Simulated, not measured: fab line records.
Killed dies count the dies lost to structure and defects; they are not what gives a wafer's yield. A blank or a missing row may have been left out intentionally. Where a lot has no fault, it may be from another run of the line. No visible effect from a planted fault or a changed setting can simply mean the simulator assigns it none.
Lot-split experiment + flow n5 finfet + 21 wafers read across 7 lots, on a route 1938 steps long

## ABOUT THE SPLIT
At N5_ILD0_ALD_15 (deposits SiNx, target thk 24 nm, pulse time 1 s, ald cycles 480), the setting ald cycles was moved away from the recipe's 480 on 7 of the 21 wafers read, by -13.3% to +7.9%. All remaining wafers had this setting at the recipe value.

The reading comes from the split's own step.

## THE READING
SiNx_of_ILD0_ALD_15.thk nm (the simulator's own value, which no gauge read), in nm, at N5_ILD0_ALD_15 (deposits SiNx, target thk 24 nm, pulse time 1 s, ald cycles 480). The file gives no usual value for it. Average 24.0 nm, standard deviation 0.11 nm, over the 14 wafers here run with the recipe.

| wafer  | tool, chamber at the split | ald cycles as run | against the recipe | SiNx_of_ILD0_ALD_15.thk nm, nm | against lot-mates on the recipe |
|--------|----------------------------|-------------------|--------------------|--------------------------------|---------------------------------|
| L075.1 | ald sin-02, 3,1            | 480               | recipe             | 24                             | -                               |
| L075.4 | ald sin-02, 3,1            | 480               | recipe             | 24                             | -                               |
| L075.5 | ald sin-02, 0              | 417               | -13.1%             | 20.8                           | -3.2                            |
| L076.1 | ald sin-01, 1              | 480               | recipe             | 24.2                           | -                               |
| L076.2 | ald sin-01, 2              | 480               | recipe             | 23.8                           | -                               |
| L076.5 | ald sin-01, 1              | 518               | +7.9%              | 26                             | +2.0                            |
| L081.1 | ald sin-04, 3,0            | 480               | recipe             | 24                             | -                               |
| L081.2 | ald sin-04, 3,0            | 480               | recipe             | 24                             | -                               |
| L081.4 | ald sin-04, 3              | 460               | -4.2%              | 22.8                           | -1.2                            |
| L085.1 | ald sin-02, 3              | 443               | -7.7%              | 22.2                           | -1.8                            |
| L085.4 | ald sin-02, 2              | 480               | recipe             | 24                             | -                               |
| L085.5 | ald sin-02, 1              | 443               | -7.7%              | 22                             | -2.0                            |
| L086.2 | ald sin-04, 0              | 416               | -13.3%             | 20.6                           | -3.4                            |
| L086.3 | ald sin-04, 2,0            | 480               | recipe             | 24                             | -                               |
| L086.4 | ald sin-04, 2,0            | 480               | recipe             | 24                             | -                               |
| L088.2 | ald sin-01, 3              | 480               | recipe             | 24.2                           | -                               |
| L088.4 | ald sin-01, 3,1            | 480               | recipe             | 24                             | -                               |
| L088.5 | ald sin-01, 3,1            | 480               | recipe             | 24                             | -                               |
| L095.4 | ald sin-01, 3              | 480               | recipe             | 24                             | -                               |
| L095.5 | ald sin-01, 3              | 424               | -11.7%             | 21.4                           | -2.5                            |
| L095.6 | ald sin-01, 2              | 480               | recipe             | 23.8                           | -                               |
Where a row lists several chambers, the file gives one row for several wafers and doesn't say which wafer went through which chamber.

THE FIT
A straight line over all 21 wafers: SiNx_of_ILD0_ALD_15.thk nm changes by +0.245 nm for each +1% of ald cycles; r = +1.00; the points scatter about the line by 0.13 nm.
The same after taking each lot's own level away (the mean of its wafers on the recipe; 21 wafers): +0.243 nm for each +1%; r = +1.00; scatter 0.13 nm.
According to that fit, moving ald cycles by its largest amount changes the reading by 3.2 nm.
Across the lots, their own levels run from 23.90 to 24.07 nm, a range of 1.6 times the standard deviation given above.
So the lot-to-lot level changes the slope little: the two slopes agree.
Check: with one of the wafers moved furthest among these (-13.3%) left out of the fit, the line predicts -3.19 nm for it against its lot-mates. It came out at -3.4 nm against them.

## ADDITIONAL SPLITS CARRIED BY THESE WAFERS
Note: prior to the reading, these wafers also went through further splits. Each is held against what the fit with the lots' levels taken away leaves over:
| other split on the same wafers          | wafers away from the commonest value | r with SiNx_of_ILD0_ALD_15.thk nm (lot level and that fit taken away) |
|-----------------------------------------|--------------------------------------|-----------------------------------------------------------------------|
| N5_ZERO_LAYER_COAT_05 spin rpm          | 6                                    | +0.06                                                                 |
| N5_ZERO_LAYER_DEVELOP_10 develop time s | 9                                    | -0.09                                                                 |
| N5_WELL_APT_PEB_23 peb temp c           | 6                                    | -0.11                                                                 |
| N5_WELL_APT_DEVELOP_24 develop time s   | 5                                    | +0.00                                                                 |
| N5_FIN_SAQP_COAT_49 spin rpm            | 9                                    | -0.08                                                                 |
| N5_DUMMY_GATE_EXPOSE_12 dose mj         | 4                                    | +0.13                                                                 |
| N5_DUMMY_GATE_DESCUM_20 time s          | 7                                    | +0.10                                                                 |
| N5_SD_EPI_N_DESCUM_14 time s            | 8                                    | +0.24                                                                 |

## THE FILE'S OWN FIT
SiNx_of_ILD0_ALD_15.thk nm changes by +0.243 nm for each +1% of ald cycles, r = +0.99.
